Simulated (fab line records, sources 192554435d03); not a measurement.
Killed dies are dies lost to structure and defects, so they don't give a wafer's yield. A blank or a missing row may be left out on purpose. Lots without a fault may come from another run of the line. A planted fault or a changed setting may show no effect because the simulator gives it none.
fab line records | flow n5_finfet
record lots=24 wafers=72 last_day=24
route steps=1938 shown BEOL_M8@1367 BEOL_M9@1434
lots that met no fault: from a run of the same line without faults
start_h: hours from the record's first day to the start of the lot's first wafer shown | wait_h: hours since the lot's step before | " the same as in the row above | L1.1+2: a row that stands for several wafers | - no value, or no start given | * or withheld: withheld | < > ~ a bound
route shown NAME@n: a module of which the file shows steps, and the number in the route of the first | usual: mean/standard deviation of fault-free wafers | same: alike in all rows | chamber/n: place in a boat | sites: the reading at each site | _std_site: their standard deviation | _edge_site: outer sites' mean less inner sites' | radius_mm: how far each site lies from the wafer's centre | mask NAME#n: copy n | behind: the tool/chamber that last shaped the wafer | hold: why the lot was held/for how many hours/how that ended | device: the transistor (n, p or np) that didn't switch | end of line: the same wafers' tests at the end of the route | a step without rows: its recipe alone | killed: dies lost to structure and defects at the first sort, not the wafer's yield | map: a wafer's dies, x killed, . not, _ none there
set.NAME: the setting as run; set.NAME@STEP: as run at that earlier step | model.NAME: the simulator's own value behind a step, which no gauge read
steps of the route over a sample of lots; a table a step, a row a wafer
services: from which hour (start_h, from the record's first day; less than 0 if before it) a tool's chamber was out of use, for how many hours, and why
## steps
# step N5_BEOL_M8_INSPECT_30
# recipe mode=adi inspect_instrument=brightfield
# usual raw_defect_count=394/100
# columns lot.wafer tool chamber start_h wait_h raw_defect_count
L075.1 defect_inspect-02 - 342.69 0.1 479
L075.4 " - " " 444
L075.6 " - " " 285
L078.2 defect_inspect-02 - 348.60 0.0 420
L078.4 " - " " 333
L078.6 " - " " 297
L077.2 defect_inspect-02 - 372.09 0.0 392
L077.3 " - " " 393
L077.6 " - " " 290
L074.2 defect_inspect-02 - 381.52 0.0 312
L074.4 " - " " 315
L074.5 " - " " 441
L079.1 defect_inspect-02 - 385.32 0.1 290
L079.2 " - " " 263
L079.3 " - " " 293
L084.1 defect_inspect-01 - 390.06 0.1 583
L084.2 " - " " 516
L084.3 " - " " 521
L080.1 defect_inspect-02 - 392.03 0.1 357
L080.5 " - " " 494
L080.6 " - " " 450
L076.2 defect_inspect-01 - 413.83 0.0 498
L076.4 " - " " 405
L076.6 " - " " 449
L083.1 defect_inspect-02 - 426.97 0.1 471
L083.3 " - " " 285
L083.4 " - " " 262
L081.2 defect_inspect-02 - 428.67 0.0 442
L081.3 " - " " 347
L081.5 " - " " 402
L085.1 defect_inspect-02 - 436.80 0.1 389
L085.4 " - " " 471
L085.5 " - " " 285
L082.1 defect_inspect-02 - 436.97 0.1 280
L082.5 " - " " 274
L082.6 " - " " 314
L087.2 defect_inspect-02 - 437.15 0.0 460
L087.4 " - " " 503
L087.6 " - " " 450
L091.2 defect_inspect-01 - 437.23 0.0 584
L091.4 " - " " 620
L091.5 " - " " 295
L086.2 defect_inspect-02 - 441.12 0.0 386
L086.3 " - " " 378
L086.4 " - " " 348
L090.2 defect_inspect-02 - 447.46 0.0 294
L090.5 " - " " 311
L090.6 " - " " 287
L088.3 defect_inspect-02 - 447.60 0.0 412
L088.4 " - " " 345
L088.5 " - " " 214
L089.2 defect_inspect-02 - 449.93 0.0 446
L089.4 " - " " 358
L089.5 " - " " 411
L093.2 defect_inspect-02 - 472.59 0.0 427
L093.3 " - " " 383
L093.4 " - " " 679
L092.2 defect_inspect-01 - 474.16 0.0 425
L092.3 " - " " 368
L092.4 " - " " 283
L095.4 defect_inspect-02 - 474.34 0.0 312
L095.5 " - " " 349
L095.6 " - " " 331
L094.3 defect_inspect-02 - 492.31 0.0 541
L094.4 " - " " 331
L094.6 " - " " 436
L096.1 defect_inspect-02 - 496.43 0.1 245
L096.2 " - " " 338
L096.6 " - " " 304
L097.1 defect_inspect-02 - 503.03 0.1 445
L097.4 " - " " 453
L097.6 " - " " 402
# step N5_BEOL_M8_ETCH_66
# recipe chemistry=N2/H2 target=SOC target_depth_a=800 overetch_a=160 mask_material=SiARC temp_c=40 time_s=120 ion_energy_ev=200 pressure_mtorr=30 source_w=840 bias_w=150 n2_flow_sccm=200 h2_flow_sccm=200
# usual drypump_motor_current_A=5.9/0.4 oes_product_au=0.62/0.059 rf_vpp_V=525.1/2.7 showerhead_plenum_p_Torr=2.59/0.092 throttle_valve_pct=17.73/0.2
# columns lot.wafer tool chamber start_h wait_h drypump_motor_current_A oes_product_au rf_hours_counter_h rf_vpp_V showerhead_plenum_p_Torr throttle_valve_pct
L075.1 rie_diel-02 3 342.80 0.0 5.2 0.62 72 525.7 2.57 17.77
L075.4 " 0 " " 6.5 0.62 85 524.9 2.57 17.81
L075.6 " 1 " " 6.1 0.59 - 527.9 2.68 17.63
L078.2 rie_diel-03 3 348.74 0.0 6.0 0.70 21 528.0 2.70 17.57
L078.4 " 3 " " 6.1 0.70 - 527.9 2.70 17.55
L078.6 " 1 " " 5.5 0.55 - 526.3 2.62 17.65
L077.2 rie_diel-03 1 372.20 0.0 5.5 0.54 234 525.3 2.62 17.68
L077.3 " 2 " " 5.9 0.75 2 528.9 2.71 17.41
L077.6 " 1 " " 5.5 0.55 - 525.1 2.62 17.67
L074.2 rie_diel-02 1 381.64 0.0 6.1 0.59 130 527.7 2.67 17.64
L074.4 " 0 " " 6.5 0.60 98 523.7 2.56 17.84
L074.5 " 3 " " 5.2 0.63 - 524.1 2.56 17.81
L079.1 rie_diel-06 1 385.44 0.0 6.1 0.65 60 522.7 2.48 17.94
L079.2 " 0 " " 5.0 0.64 78 523.3 2.57 17.74
L079.3 " 3 " " 6.0 0.54 222 516.6 2.31 18.04
L084.1 rie_diel-02 3 390.22 0.0 5.2 0.62 88 525.3 2.56 17.80
L084.2 " 0 " " 6.5 0.60 101 523.9 2.56 17.84
L084.3 " 1 " " 6.2 0.58 133 525.1 2.67 17.65
L080.1 rie_diel-02 3 392.15 0.0 5.2 0.62 88 524.2 2.56 17.79
L080.5 " 3 " " 5.2 0.62 - 523.3 2.56 17.79
L080.6 " 2 " " 5.7 0.64 - 523.2 2.57 17.89
L076.2 rie_diel-03 2 413.94 0.0 5.9 0.71 16 528.6 2.71 17.41
L076.4 " 0 " " 6.1 0.53 228 524.0 2.49 18.02
L076.6 " 3 " " 6.0 0.66 - 527.0 2.69 17.62
L083.1 rie_diel-03 0 427.08 0.0 6.1 0.53 234 522.2 2.48 18.03
L083.3 " 2 " " 5.9 0.70 21 528.5 2.70 17.44
L083.4 " 0 " " 6.1 0.53 - 522.6 2.48 18.02
L081.2 rie_diel-03 2 428.78 0.0 5.9 0.69 22 528.9 2.70 17.43
L081.3 " 0 " " 6.1 0.52 234 522.4 2.48 18.03
L081.5 " 0 " " 6.1 0.53 - 522.5 2.48 18.03
L085.1 rie_diel-03 2 436.92 0.0 5.9 0.69 26 529.8 2.70 17.46
L085.4 " 3 " " 6.0 0.65 - 528.6 2.69 17.64
L085.5 " 2 " " 5.9 0.69 - 528.1 2.70 17.44
L082.1 rie_diel-03 2 437.32 0.0 5.9 0.69 27 526.9 2.70 17.45
L082.5 " 0 " " 6.1 0.52 - 523.8 2.48 18.04
L082.6 " 3 " " 6.0 0.65 - 527.6 2.69 17.64
L087.2 rie_diel-02 0 437.33 0.0 6.6 0.59 118 525.1 2.55 17.86
L087.4 " 1 " " 6.2 0.57 150 525.8 2.66 17.67
L087.6 " 1 " " 6.2 0.57 - 524.7 2.66 17.69
L091.2 rie_diel-02 0 437.73 0.0 6.5 0.58 118 523.4 2.55 17.87
L091.4 " 2 " " 5.7 0.62 91 522.6 2.57 17.94
L091.5 " 3 " " 5.2 0.61 - 524.8 2.55 17.81
L086.2 rie_diel-02 0 441.28 0.0 6.6 0.59 120 524.8 2.55 17.87
L086.3 " 1 " " 6.1 0.57 151 525.2 2.66 17.68
L086.4 " 3 " " 5.2 0.60 105 524.2 2.55 17.81
L090.2 rie_diel-02 0 447.57 0.0 6.5 0.59 122 523.9 2.55 17.88
L090.5 " 1 " " 6.1 0.57 - 526.4 2.66 17.70
L090.6 " 2 " " 5.7 0.62 - 524.9 2.57 17.93
L088.3 rie_diel-06 0 447.89 0.0 5.0 0.63 93 524.2 2.57 17.78
L088.4 " 3 " " 5.9 0.53 237 517.6 2.31 18.07
L088.5 " 2 " " 5.1 0.70 - 522.8 2.49 17.73
L089.2 rie_diel-02 3 450.10 0.0 5.2 0.60 108 524.4 2.55 17.83
L089.4 " 0 " " 6.5 0.59 123 523.5 2.55 17.89
L089.5 " 0 " " 6.5 0.58 - 524.9 2.55 17.88
L093.2 rie_diel-03 3 472.87 0.0 6.0 0.64 69 529.1 2.68 17.68
L093.3 " 2 " " 5.9 0.67 39 527.1 2.70 17.48
L093.4 " 2 " " 5.9 0.67 - 527.8 2.70 17.46
L092.2 rie_diel-03 3 474.28 0.0 6.0 0.64 70 529.0 2.68 17.67
L092.3 " 2 " " 5.9 0.67 40 528.6 2.70 17.46
L092.4 " 1 " " 5.5 0.72 - 524.7 2.61 17.32
L095.4 rie_diel-06 0 474.45 0.0 5.0 0.63 101 525.4 2.57 17.81
L095.5 " 0 " " 5.1 0.62 - 524.3 2.57 17.81
L095.6 " 3 " " 5.9 0.53 - 516.0 2.30 18.09
L094.3 rie_diel-03 1 492.42 0.0 5.5 0.70 18 523.8 2.60 17.33
L094.4 " 2 " " 5.9 0.66 49 526.9 2.69 17.48
L094.6 " 0 " " 6.1 0.75 - 522.6 2.48 17.62
L096.1 rie_diel-02 2 496.55 0.0 5.7 0.60 112 524.7 2.56 17.98
L096.2 " 3 " " 5.2 0.59 126 525.2 2.54 17.86
L096.6 " 3 " " 5.2 0.58 - 524.5 2.54 17.86
L097.1 rie_diel-03 1 503.39 0.0 5.4 0.70 24 525.7 2.60 17.34
L097.4 " 3 " " 6.0 0.63 83 528.2 2.67 17.68
L097.6 " 0 " " 6.1 0.73 - 521.3 2.48 17.63
# step N5_BEOL_M8_CURE_75
# recipe temp_c=370 time_s=120 ambient=DMADMS/He material=SiCOH_lowk
# usual lamp_power_pct=52.32/0.058 wafer_temp_C_max=372.1/0.67
# columns lot.wafer tool chamber start_h wait_h lamp_power_pct wafer_temp_C_max
L075.1 uv_cure-02 2 343.35 0.0 52.24 371.5
L075.4 " 2 " " 52.31 372.4
L075.6 " 2 " " 52.39 371.3
L078.2 uv_cure-02 2 349.34 0.1 52.39 372.0
L078.4 " 2 " " 52.46 372.1
L078.6 " 2 " " 52.29 371.7
L077.2 uv_cure-01 1 372.99 0.2 52.28 372.2
L077.3 " 1 " " 52.32 371.7
L077.6 " 1 " " 52.27 371.5
L074.2 uv_cure-02 0 382.23 0.1 52.34 372.8
L074.4 " 0 " " 52.21 372.7
L074.5 " 0 " " 52.42 372.6
L079.1 uv_cure-03 1 386.10 0.0 52.33 372.5
L079.2 " 1 " " 52.37 372.5
L079.3 " 1 " " 52.28 373.3
L084.1 uv_cure-01 1 390.77 0.0 52.26 371.6
L084.2 " 1 " " 52.28 371.3
L084.3 " 1 " " 52.24 372.5
L080.1 uv_cure-03 0 392.69 0.0 52.29 371.4
L080.5 " 0 " " 52.29 371.5
L080.6 " 0 " " 52.31 372.3
L076.2 uv_cure-03 1 414.55 0.1 52.31 372.8
L076.4 " 1 " " 52.24 372.9
L076.6 " 1 " " 52.33 372.7
L083.1 uv_cure-01 1 427.62 0.0 52.32 371.7
L083.3 " 1 " " 52.33 372.1
L083.4 " 1 " " 52.29 371.6
L081.2 uv_cure-02 2 429.50 0.2 52.32 371.8
L081.3 " 2 " " 52.28 371.9
L081.5 " 2 " " 52.34 371.6
L085.1 uv_cure-02 2 437.76 0.3 52.27 372.1
L085.4 " 2 " " 52.31 371.1
L085.5 " 2 " " 52.31 371.3
L082.1 uv_cure-01 2 438.12 0.3 52.23 371.8
L082.5 " 2 " " 52.40 371.9
L082.6 " 2 " " 52.26 371.3
L087.2 uv_cure-03 0 438.43 0.6 52.33 371.8
L087.4 " 0 " " 52.37 371.4
L087.6 " 0 " " 52.36 371.5
L091.2 uv_cure-01 0 438.82 0.6 52.31 374.3
L091.4 " 0 " " 52.35 372.8
L091.5 " 0 " " 52.32 372.6
L086.2 uv_cure-01 0 441.93 0.1 52.36 372.9
L086.3 " 0 " " 52.29 372.8
L086.4 " 0 " " 52.23 372.9
L090.2 uv_cure-03 1 448.17 0.1 52.20 374.0
L090.5 " 1 " " 52.31 373.3
L090.6 " 1 " " 52.27 372.7
L088.3 uv_cure-01 1 448.54 0.1 52.25 371.8
L088.4 " 1 " " 52.33 371.7
L088.5 " 1 " " 52.33 371.2
L089.2 uv_cure-01 2 450.71 0.1 52.36 373.4
L089.4 " 2 " " 52.31 371.8
L089.5 " 2 " " 52.37 371.8
L093.2 uv_cure-02 1 473.46 0.1 52.39 372.2
L093.3 " 1 " " 52.36 372.7
L093.4 " 1 " " 52.32 372.5
L092.2 uv_cure-01 2 474.87 0.1 52.36 372.2
L092.3 " 2 " " 52.25 371.9
L092.4 " 2 " " 52.23 371.5
L095.4 uv_cure-02 1 475.14 0.2 52.32 372.7
L095.5 " 1 " " 52.47 372.3
L095.6 " 1 " " 52.42 372.9
L094.3 uv_cure-02 2 493.07 0.1 52.40 371.8
L094.4 " 2 " " 52.30 371.7
L094.6 " 2 " " 52.36 371.3
L096.1 uv_cure-03 0 497.09 0.0 52.41 371.0
L096.2 " 0 " " 52.21 371.8
L096.6 " 0 " " 52.29 371.2
L097.1 uv_cure-03 1 503.93 0.0 52.22 373.9
L097.4 " 1 " " 52.35 372.7
L097.6 " 1 " " 52.29 372.8
# step N5_BEOL_M8_SPUTTER_48
# recipe material=Cu target_thk_a=100 temp_c=-20 bias_v=60 power_w=26000 chamber_pressure_pa=0.13 time_s=1.667
# usual bias_v=60.0/0.59 chamber_pressure_pa=0.13002/0.00027 chuck_sensor_temp_C=-16.1/0.3 throttle_valve_pct=30.0/1
# columns lot.wafer tool chamber start_h wait_h bias_v chamber_pressure_pa chuck_sensor_temp_C throttle_valve_pct
L075.1 pvd_sputter-01 - 344.44 0.2 59.5 0.13038 -15.8 30.7
L075.4 " - " " 59.8 0.13016 -15.9 29.0
L075.6 " - " " 60.1 0.13001 -15.9 28.9
L078.2 pvd_sputter-03 - 351.24 0.4 60.0 0.13052 -16.1 31.0
L078.4 " - " " 60.2 0.12974 -16.4 30.1
L078.6 " - " " 60.3 0.13016 -16.0 31.1
L077.2 pvd_sputter-03 - 374.02 0.2 59.3 0.13026 -16.3 29.9
L077.3 " - " " 59.8 0.12985 -16.5 29.8
L077.6 " - " " 59.7 0.12954 -16.2 29.7
L074.2 pvd_sputter-02 - 383.61 0.1 60.1 0.12988 -15.9 29.9
L074.4 " - " " 59.2 0.13014 -16.0 31.1
L074.5 " - " " 59.8 0.12973 -16.1 30.3
L079.1 pvd_sputter-03 - 387.26 0.1 60.4 0.13018 -15.8 29.8
L079.2 " - " " 59.9 0.12998 -16.3 29.8
L079.3 " - " " 60.7 0.13015 -16.0 30.9
L084.1 pvd_sputter-01 - 392.12 0.3 60.5 0.12994 -15.8 29.0
L084.2 " - " " 60.0 0.13017 -16.7 28.6
L084.3 " - " " 60.4 0.13056 -16.0 31.2
L080.1 pvd_sputter-03 - 394.36 0.2 61.2 0.13033 -15.9 30.9
L080.5 " - " " 59.8 0.12977 -16.4 29.8
L080.6 " - " " 60.8 0.13006 -15.8 29.9
L076.2 pvd_sputter-01 - 417.49 0.1 59.5 0.12984 -16.6 28.7
L076.4 " - " " 60.7 0.1297 -16.0 30.8
L076.6 " - " " 59.4 0.12988 -16.4 27.5
L083.1 pvd_sputter-01 - 430.08 0.1 60.2 0.1301 -15.8 29.0
L083.3 " - " " 59.7 0.13008 -16.0 30.7
L083.4 " - " " 59.8 0.12986 -16.4 27.1
L081.2 pvd_sputter-01 - 430.46 0.1 59.9 0.1305 -15.9 28.9
L081.3 " - " " 60.9 0.1299 -15.8 31.0
L081.5 " - " " 59.1 0.13003 -15.9 29.0
L085.1 pvd_sputter-02 - 440.66 0.1 60.7 0.12971 -15.9 29.8
L085.4 " - " " 59.6 0.13002 -16.4 31.3
L085.5 " - " " 59.8 0.12981 -15.4 30.9
L082.1 pvd_sputter-02 - 441.04 0.1 60.2 0.12997 -15.7 29.9
L082.5 " - " " 60.3 0.13022 -15.7 29.9
L082.6 " - " " 59.5 0.12996 -16.0 30.1
L087.2 pvd_sputter-02 - 441.16 0.1 60.4 0.13036 -16.3 31.2
L087.4 " - " " 59.3 0.1301 -15.7 30.1
L087.6 " - " " 59.9 0.13056 -16.1 31.2
L091.2 pvd_sputter-02 - 441.44 0.1 60.2 0.12945 -16.2 31.4
L091.4 " - " " 60.7 0.12995 -15.4 31.2
L091.5 " - " " 59.1 0.12961 -16.2 31.1
L086.2 pvd_sputter-02 - 443.14 0.1 59.5 0.13052 -16.3 31.3
L086.3 " - " " 60.5 0.12988 -15.9 30.3
L086.4 " - " " 59.1 0.13016 -16.1 30.1
L090.2 pvd_sputter-03 - 449.96 0.3 59.8 0.13002 -15.7 29.7
L090.5 " - " " 60.7 0.13001 -15.8 30.0
L090.6 " - " " 59.7 0.12983 -16.4 30.1
L088.3 pvd_sputter-03 - 450.16 0.2 60.7 0.1303 -16.3 29.8
L088.4 " - " " 58.8 0.13014 -16.2 29.7
L088.5 " - " " 61.0 0.12994 -16.6 30.0
L089.2 pvd_sputter-03 - 452.26 0.1 60.4 0.13061 -15.9 29.8
L089.4 " - " " 60.6 0.13048 -16.4 29.6
L089.5 " - " " 60.4 0.12954 -16.1 31.2
L093.2 pvd_sputter-03 - 475.16 0.4 59.6 0.13001 -16.0 30.7
L093.3 " - " " 59.8 0.13009 -16.2 29.8
L093.4 " - " " 60.0 0.13033 -15.8 29.7
L092.2 pvd_sputter-03 - 476.00 0.1 60.9 0.13 -15.9 30.9
L092.3 " - " " 60.4 0.12991 -15.8 29.7
L092.4 " - " " 60.5 0.12964 -16.4 30.0
L095.4 pvd_sputter-01 - 476.02 0.1 59.4 0.1302 -16.7 28.3
L095.5 " - " " 59.0 0.13012 -16.0 28.9
L095.6 " - " " 59.7 0.12992 -16.6 28.4
L094.3 pvd_sputter-03 - 494.76 0.1 60.7 0.13039 -16.2 29.8
L094.4 " - " " 59.8 0.12958 -15.9 29.9
L094.6 " - " " 60.2 0.1303 -16.3 29.9
L096.1 pvd_sputter-03 - 499.52 1.2 59.9 0.13011 -16.1 31.1
L096.2 " - " " 59.7 0.12948 -15.9 29.9
L096.6 " - " " 59.9 0.12953 -16.5 29.9
L097.1 pvd_sputter-02 - 505.13 0.2 59.9 0.13014 -16.1 30.2
L097.4 " - " " 60.7 0.13035 -16.2 31.1
L097.6 " - " " 59.4 0.1299 -16.0 29.8
# step N5_BEOL_M9_CD_MEAS_28
# recipe target_cd_nm=70 landing_energy_ev=500 detector=se_inlens polarity=opening
# usual cd_nm=70.05/0.28
# columns lot.wafer tool chamber start_h wait_h cd_nm
L075.1 cd_sem-01 0 350.60 - 70.41
L075.4 " 0 " " 70.03
L075.6 " 0 " " 69.92
L078.2 cd_sem-02 0 355.97 - 70.54
L078.4 " 0 " " 70.23
L078.6 " 0 " " 70.02
L077.2 cd_sem-03 0 379.21 - 69.78
L077.3 " 0 " " 69.71
L077.6 " 0 " " 70.05
L074.2 cd_sem-02 0 389.93 - 70.64
L074.4 " 0 " " 70.86
L074.5 " 0 " " 70.85
L079.1 cd_sem-01 0 391.86 - 69.87
L079.2 " 0 " " 69.56
L079.3 " 0 " " 69.96
L084.1 cd_sem-03 0 402.83 - 69.74
L084.2 " 0 " " 70.09
L084.3 " 0 " " 69.94
L080.1 cd_sem-02 0 402.88 - 70.22
L080.5 " 0 " " 69.57
L080.6 " 0 " " 70.10
L076.2 cd_sem-01 0 424.89 - 70.30
L076.4 " 0 " " 69.87
L076.6 " 0 " " 70.36
L081.2 cd_sem-01 0 436.83 - 69.78
L081.3 " 0 " " 70.50
L081.5 " 0 " " 69.91
L083.1 cd_sem-01 0 436.99 - 69.82
L083.3 " 0 " " 69.97
L083.4 " 0 " " 70.09
L085.1 cd_sem-03 0 447.33 - 69.99
L085.4 " 0 " " 70.24
L085.5 " 0 " " 70.34
L082.1 cd_sem-03 0 447.88 - 69.73
L082.5 " 0 " " 69.92
L082.6 " 0 " " 69.82
L087.2 cd_sem-03 0 449.02 - 69.88
L087.4 " 0 " " 69.84
L087.6 " 0 " " 69.99
L091.2 cd_sem-03 0 449.77 - 69.88
L091.4 " 0 " " 70.55
L091.5 " 0 " " 70.10
L086.2 cd_sem-03 0 450.48 - 70.04
L086.3 " 0 " " 69.99
L086.4 " 0 " " 70.11
L090.2 cd_sem-03 0 456.05 - 69.93
L090.5 " 0 " " 70.27
L090.6 " 0 " " 69.87
L088.3 cd_sem-01 0 456.12 - 70.24
L088.4 " 0 " " 70.17
L088.5 " 0 " " 70.60
L089.2 cd_sem-03 0 459.14 - 69.57
L089.4 " 0 " " 70.26
L089.5 " 0 " " 69.88
L092.2 cd_sem-03 0 480.89 - 69.74
L092.3 " 0 " " 69.70
L092.4 " 0 " " 70.09
L093.2 cd_sem-02 0 481.08 - 69.88
L093.3 " 0 " " 69.94
L093.4 " 0 " " 70.26
L095.4 cd_sem-02 0 481.30 - 69.91
L095.5 " 0 " " 69.60
L095.6 " 0 " " 69.34
L094.3 cd_sem-02 0 502.86 - 69.90
L094.4 " 0 " " 70.02
L094.6 " 0 " " 70.29
L096.1 cd_sem-02 0 505.69 - 70.02
L096.2 " 0 " " 70.00
L096.6 " 0 " " 69.80
L097.1 cd_sem-02 0 510.04 - 70.07
L097.4 " 0 " " 70.11
L097.6 " 0 " " 70.41
# step N5_BEOL_M9_DESCUM_33
# recipe chemistry=O2 time_s=7 source_power_w=50 bias_power_w=20 pressure_mtorr=20 rf_frequency_hz=2.712e+07 temp_c=40 resist=CAR-EUV o2_flow_sccm=225
# usual drypump_motor_current_A=5.6/0.4 o2_flow_sccm=225.0/0.67 oes_product_au=0.80/0.093 rf_vpp_V=243.0/1.1 showerhead_plenum_p_Torr=2.07/0.054 throttle_valve_pct=20.24/0.17
# columns lot.wafer tool chamber start_h wait_h drypump_motor_current_A o2_flow_sccm oes_product_au rf_hours_counter_h rf_vpp_V showerhead_plenum_p_Torr throttle_valve_pct
L075.1 rie_diel-01 1 350.72 0.0 5.6 224.7 0.75 151 242.8 2.07 20.12
L075.4 " 3 " " 6.2 225.4 0.87 62 243.0 2.12 20.18
L075.6 " 1 " " 5.6 225.0 0.75 - 242.9 2.07 20.12
L078.2 rie_diel-05 1 356.09 0.0 5.9 224.7 0.90 22 242.6 2.04 20.11
L078.4 " 0 " " 5.3 225.6 0.96 6 241.5 2.05 20.18
L078.6 " 0 " " 5.3 226.5 0.95 - 242.1 2.05 20.17
L077.2 rie_diel-04 3 379.33 0.0 5.8 224.9 0.70 223 242.3 2.05 20.08
L077.3 " 0 " " 5.3 225.5 0.79 110 243.9 2.19 20.59
L077.6 " 2 " " 5.1 224.8 0.95 - 243.3 2.13 20.07
L074.2 rie_diel-05 0 390.09 0.1 5.3 224.8 0.93 14 241.9 2.05 20.18
L074.4 " 1 " " 5.9 225.1 0.88 30 243.9 2.03 20.13
L074.5 " 3 " " 5.9 224.8 0.91 - 243.4 2.05 20.13
L079.1 rie_diel-04 0 391.99 0.0 5.3 224.9 0.78 116 245.1 2.19 20.59
L079.2 " 2 " " 5.1 225.3 0.94 11 245.7 2.12 20.05
L079.3 " 1 " " 5.4 225.2 1.00 2 241.9 2.08 20.46
L084.1 rie_diel-04 1 402.96 0.0 5.4 224.7 0.99 4 241.3 2.08 20.47
L084.2 " 2 " " 5.1 224.8 0.92 14 244.3 2.12 20.05
L084.3 " 0 " " 5.3 225.0 0.78 119 244.5 2.19 20.57
L080.1 rie_diel-01 0 403.28 0.3 5.0 225.3 0.71 191 242.6 1.98 20.12
L080.5 " 1 " " 5.6 223.8 0.73 - 243.5 2.07 20.16
L080.6 " 2 " " 6.1 224.7 0.80 - 245.6 2.12 20.41
L076.2 rie_diel-01 1 425.01 0.0 5.6 224.6 0.72 175 243.6 2.07 20.17
L076.4 " 1 " " 5.6 224.5 0.72 - 242.4 2.07 20.15
L076.6 " 0 " " 5.0 224.7 0.70 - 243.7 1.98 20.11
L081.2 rie_diel-05 3 437.23 0.3 5.9 225.2 0.89 51 242.9 2.04 20.15
L081.3 " 0 " " 5.3 224.2 0.92 24 242.9 2.05 20.18
L081.5 " 1 " " 5.9 225.4 0.87 - 241.4 2.03 20.15
L083.1 rie_diel-04 0 437.25 0.2 5.3 225.6 0.76 129 245.7 2.19 20.59
L083.3 " 3 " " 5.8 225.8 0.69 242 242.5 2.04 20.09
L083.4 " 1 " " 5.4 224.5 0.95 14 243.0 2.07 20.46
L085.1 rie_diel-01 3 447.46 0.0 6.2 224.9 0.84 85 244.9 2.11 20.22
L085.4 " 0 " " 5.0 224.9 0.69 203 242.2 1.98 20.14
L085.5 " 3 " " 6.2 224.1 0.84 - 243.5 2.11 20.22
L082.1 rie_diel-04 3 448.00 0.0 5.8 225.2 0.69 245 243.2 2.04 20.10
L082.5 " 2 " " 5.1 225.0 0.89 - 243.6 2.12 20.06
L082.6 " 3 " " 5.8 225.8 0.69 - 242.2 2.04 20.12
L087.2 rie_diel-04 1 449.28 0.2 5.4 226.4 0.94 16 243.9 2.07 20.49
L087.4 " 3 " " 5.8 224.9 0.69 245 244.2 2.04 20.09
L087.6 " 0 " " 5.3 223.8 0.75 - 243.4 2.19 20.60
L091.2 rie_diel-01 0 449.96 0.1 5.0 225.4 0.70 204 241.8 1.98 20.12
L091.4 " 3 " " 6.2 225.0 0.84 86 243.5 2.11 20.21
L091.5 " 1 " " 5.6 225.6 0.73 - 243.0 2.06 20.18
L086.2 rie_diel-04 1 450.61 0.0 5.4 226.6 0.94 17 241.9 2.07 20.46
L086.3 " 3 " " 5.8 224.1 0.68 246 243.5 2.04 20.11
L086.4 " 2 " " 5.1 224.8 0.89 27 242.8 2.12 20.08
L090.2 rie_diel-04 3 456.58 0.4 5.8 224.4 0.69 248 242.5 2.04 20.10
L090.5 " 3 " " 5.8 224.9 0.69 - 242.9 2.04 20.11
L090.6 " 0 " " 5.3 225.3 0.76 - 244.3 2.19 20.61
L088.3 rie_diel-05 3 456.64 0.4 5.9 224.6 0.88 58 243.4 2.04 20.16
L088.4 " 1 " " 5.9 223.6 0.85 46 242.4 2.03 20.15
L088.5 " 2 " " 5.6 225.6 0.69 - 243.1 2.05 20.18
L089.2 rie_diel-04 0 459.68 0.5 5.3 225.2 0.75 137 244.2 2.18 20.62
L089.4 " 2 " " 5.1 226.1 0.87 31 243.7 2.12 20.08
L089.5 " 2 " " 5.1 225.7 0.89 - 242.9 2.12 20.08
L092.2 rie_diel-01 3 481.01 0.0 6.2 225.1 0.83 89 242.5 2.11 20.22
L092.3 " 0 " " 5.0 226.0 0.70 211 241.3 1.98 20.14
L092.4 " 3 " " 6.2 224.9 0.83 - 243.8 2.11 20.22
L093.2 rie_diel-05 0 481.73 0.6 5.3 224.8 0.87 42 242.2 2.04 20.24
L093.3 " 2 " " 5.6 224.2 0.68 238 242.6 2.04 20.18
L093.4 " 1 " " 5.9 224.5 0.83 56 241.6 2.03 20.17
L095.4 rie_diel-01 3 481.84 0.5 6.2 225.2 0.83 90 243.1 2.10 20.24
L095.5 " 0 " " 5.0 225.3 0.69 - 242.0 1.98 20.15
L095.6 " 3 " " 6.2 224.7 0.83 - 242.8 2.10 20.21
L094.3 rie_diel-05 2 502.99 0.0 5.7 224.2 0.68 245 242.0 2.04 20.21
L094.4 " 0 " " 5.3 225.1 0.86 48 241.7 2.04 20.24
L094.6 " 2 " " 5.7 224.5 0.67 - 242.1 2.04 20.21
L096.1 rie_diel-01 0 505.85 0.1 5.0 223.4 0.68 221 241.1 1.97 20.15
L096.2 " 1 " " 5.6 226.0 0.71 192 243.0 2.06 20.21
L096.6 " 2 " " 6.2 224.7 0.77 - 243.0 2.11 20.45
L097.1 rie_diel-01 1 510.16 0.0 5.6 224.9 0.71 193 242.9 2.06 20.19
L097.4 " 2 " " 6.2 225.1 0.77 125 244.2 2.11 20.44
L097.6 " 1 " " 5.6 226.0 0.70 - 243.3 2.06 20.19
## services
# columns tool chamber start_h hours kind
rie_diel-02 - 322.47 0.1 repair
uv_cure-01 - 343.72 1.0 pm
uv_cure-03 - 344.09 22.2 pm
uv_cure-03 - 372.27 7.5 pm
rie_diel-02 - 374.32 0.4 repair
rie_diel-01 3 402.03 14.8 repair
rie_diel-01 0 408.18 3.1 repair
uv_cure-03 - 417.92 14.1 repair
rie_diel-01 3 422.49 3.5 repair
pvd_sputter-01 - 437.89 2.9 repair
uv_cure-02 - 445.05 3.4 pm
uv_cure-01 - 451.72 6.0 pm
rie_diel-01 - 452.31 14.6 pm
uv_cure-02 - 453.54 1.0 pm
uv_cure-03 - 457.00 7.5 pm
pvd_sputter-01 - 460.30 2.2 repair
uv_cure-01 - 463.39 9.2 pm
rie_diel-01 - 467.94 2.8 pm
rie_diel-03 3 468.17 1.3 repair
rie_diel-01 1 471.75 9.3 repair
rie_diel-02 1 474.38 3.1 repair
rie_diel-01 3 475.74 4.3 repair
uv_cure-01 - 490.94 0.4 repair
rie_diel-02 3 501.45 3.5 repair
## key
fault none
